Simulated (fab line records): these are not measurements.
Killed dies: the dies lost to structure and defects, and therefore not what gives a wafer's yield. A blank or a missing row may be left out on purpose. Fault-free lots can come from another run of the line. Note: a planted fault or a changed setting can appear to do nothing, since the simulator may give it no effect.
Code-filled problem report in 8D (eight disciplines) form / flow n5_finfet / the parts of the form that need people (team, actions taken, sign-off) are left out

## 1. WHAT WENT WRONG
At N5_BEOL_M7_CD_MEAS_28, cd_nm averages 33.67 nm over 3 wafers from 3 lots, while fault-free wafers read 40.00 nm, standard deviation 0.23. Measured from the usual mean, that is -28 standard deviations.
The step: target cd 40 nm.
Earliest sighting: wafer L660.4 on cd_sem-03 at day 12 01:53. Wafers with a number at this step in the record: 24, from 9 lots. Rule for "out" (also "out of limits"): further than 4 standard deviations from the usual mean. Any other wafer with a number is counted as sound.

## 2. WHAT IT IS; WHAT IT IS NOT
question=which readings at this step | is=cd_nm | is not=-
question=which lots | is=L659, L660, L661 | is not=L656, L671, L672, L673, L674, L676
question=which wafers of those lots | is=L659.3, L660.4, L661.4 | is not=L659.6, L660.5, L661.6
question=read on which gauges | is=cd_sem-01, cd_sem-02, cd_sem-03 | is not=-
question=when | is=from day 12 01:53 | is not=up to then (4 sound wafers); but 17 sound wafers of L659, L661, L671, L672, L673, L674, L676 came after

## 3. WHAT RULES OUT EACH SUSPECT
Counting: a tool at a process step up to the reading stays a suspect if it ran every lot that is out. Sound lots after the first of them don't rule it out here, since some wafers of a struck lot are sound.
- ruled out: the gauge at N5_BEOL_M7_CD_MEAS_28. The wafers that are out were read on 3 gauges (cd_sem-01, cd_sem-02, cd_sem-03).
- euv_scanner-02 at N5_BEOL_M7_EXPOSE_25 (exposes mask V6, target cd 40 nm): kept. Ran every lot that is out, first one L660 (day 12 01:46); last sound lot up to then L656 (day 10 23:15).
The count leaves euv_scanner-02 at N5_BEOL_M7_EXPOSE_25.

## 4. THE CAUSE (what the simulator had put in)
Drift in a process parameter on euv_scanner-02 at N5_BEOL_M7_EXPOSE_25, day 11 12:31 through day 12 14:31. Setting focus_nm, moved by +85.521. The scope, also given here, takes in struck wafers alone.
After counting, this tool was the only one left.

## 5. THE CHAIN OF EFFECTS, in route order
Each row: a reading whose mean over the struck wafers that have a number lies more than 3 standard deviations from the usual. Readings are gone through only where the record gives a usual standard deviation; hours: the median, over the lots, of the time from a lot's start at the first step in this table giving one to that lot's start at this step; sigmas: the change measured in usual standard deviations.
hours=0; step=N5_BEOL_M7_CD_MEAS_28; reading=cd_nm; usual=40.00 nm; on struck wafers=33.67; change=-6.33; sigmas=-28
hours=97; step=N5_PASSIVATION_PROBE_49; reading=defect_limited_yield; usual=91.0 %; on struck wafers=0.0; change=-91.0; sigmas=-65
hours=97; step=N5_PASSIVATION_PROBE_49; reading=killed_at_M4_up; usual=15; on struck wafers=1083; change=+1068; sigmas=+99 or more
hours=97; step=N5_PASSIVATION_PROBE_49; reading=killed_dies; usual=106; on struck wafers=1180; change=+1074; sigmas=+67
hours=97; step=N5_PASSIVATION_PROBE_49; reading=killed_on_rim; usual=14; on struck wafers=152; change=+138; sigmas=+34
hours=97; step=N5_PASSIVATION_PROBE_49; reading=sort_bin_5_function; usual=5.2 %; on struck wafers=11.2; change=+6.0; sigmas=+6.7
hours=97; step=N5_PASSIVATION_PROBE_49; reading=sort_n_pass; usual=1073; on struck wafers=0; change=-1073; sigmas=-63
hours=97; step=N5_PASSIVATION_PROBE_49; reading=sort_yield_pct; usual=91.0 %; on struck wafers=0.0; change=-91.0; sigmas=-61
Process steps it contains:
- N5_PASSIVATION_PROBE_49

## 6. HOW IT WOULD HAVE BEEN CAUGHT EARLIER
The first out-of-limits reading at a measuring or inspecting step in this record came at day 12 01:53, 13 hours after the fault's start at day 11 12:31.
Each of the lots that are out, 3 in all, had begun N5_BEOL_M7_EXPOSE_25 on euv_scanner-02 no later than day 12 01:53. Holding the tool at that point would not have protected any of them.
